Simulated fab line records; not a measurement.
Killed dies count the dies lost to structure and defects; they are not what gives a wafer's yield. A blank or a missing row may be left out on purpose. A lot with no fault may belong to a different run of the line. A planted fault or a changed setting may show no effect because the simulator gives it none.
Which tool was responsible? ; flow nand harc ; 18 wafers from 6 lots sampled at 4 of the route's 1159 steps

== WHAT THE GAUGES SHOWED, per wafer ==
NHARC_A_ZERO_WELL_INSPECT_17.
lot;measured;on;raw defect count
L704;day 7 06:23;defect inspect-02;10 15 7
L707;day 7 23:35;defect inspect-01;10 8 10
L709;day 8 02:44;defect inspect-02;3 7 6
L713;day 9 10:56;defect inspect-01;18 14 12
L716;day 10 15:13;defect inspect-01;11 33 1075
L724;day 12 02:14;defect inspect-01;8 9 7

== WHAT TOOL EACH LOT RAN ON (gives the tool, then ch and the chambers of the sampled wafers, and finally the start) ==
lot;NHARC_P_BONDPAD_DEGAS_25;NHARC_A_ZERO_WELL_STRIP_14;NHARC_A_ZERO_WELL_RTA_16
L704;pvd sputter-01, day 7 01:50;wet bench-02 ch 0,2,4, day 7 05:25;rtp anneal-01 ch 0, day 7 06:13
L707;pvd sputter-02, day 7 19:01;wet bench-01 ch 5,6,7, day 7 22:37;rtp anneal-02 ch 0, day 7 23:25
L709;pvd sputter-02, day 7 22:10;wet bench-05 ch 1,4,5, day 8 01:45;rtp anneal-01 ch 0, day 8 02:32
L713;pvd sputter-03, day 9 06:25;wet bench-02 ch 3,6,7, day 9 09:58;rtp anneal-02 ch 0, day 9 10:44
L716;pvd sputter-03, day 10 10:58;wet bench-02 ch 4,5,6, day 10 14:16;rtp anneal-02 ch 0, day 10 15:03
L724;pvd sputter-01, day 11 21:44;wet bench-05 ch 4,5,6, day 12 01:15;rtp anneal-01 ch 0, day 12 02:04
- NHARC_P_BONDPAD_DEGAS_25: time 60 s.
- NHARC_A_ZERO_WELL_STRIP_14: strips in SPM, time 900 s.
- NHARC_A_ZERO_WELL_RTA_16: time 10 s.

== THE ANSWER, worked out from the rows above alone ==
Rule: the lots themselves supply what counts as usual. Put in order of their means at a reading, lots are off if they are a third of the lots or fewer, leave a main group of 4 or more, and stand apart from it by a gap of 3 or more times the standard deviation of the main group's means; of several such gaps the widest counts. The tables above print the reading to a certain number of digits; a main group whose means all agree to those digits is not used. Also off: a lot with no number at a reading for which 4 or more lots have one. All remaining lots with rows at the step are treated as sound.
Off: L716 (NHARC_A_ZERO_WELL_INSPECT_17, raw defect count). The main group: mean 10, standard deviation 3.1.
If a tool, at a process step before that reading, ran all the lots that are off and no sound lot after the first of them, it fits. Those tools and the gauges at NHARC_A_ZERO_WELL_INSPECT_17 are tried in the same way. Can't be told from this: 3 tools fit, pvd sputter-03 at NHARC_P_BONDPAD_DEGAS_25, wet bench-02 at NHARC_A_ZERO_WELL_STRIP_14, rtp anneal-02 at NHARC_A_ZERO_WELL_RTA_16.

== WHAT THE SIMULATOR HAD INSERTED ==
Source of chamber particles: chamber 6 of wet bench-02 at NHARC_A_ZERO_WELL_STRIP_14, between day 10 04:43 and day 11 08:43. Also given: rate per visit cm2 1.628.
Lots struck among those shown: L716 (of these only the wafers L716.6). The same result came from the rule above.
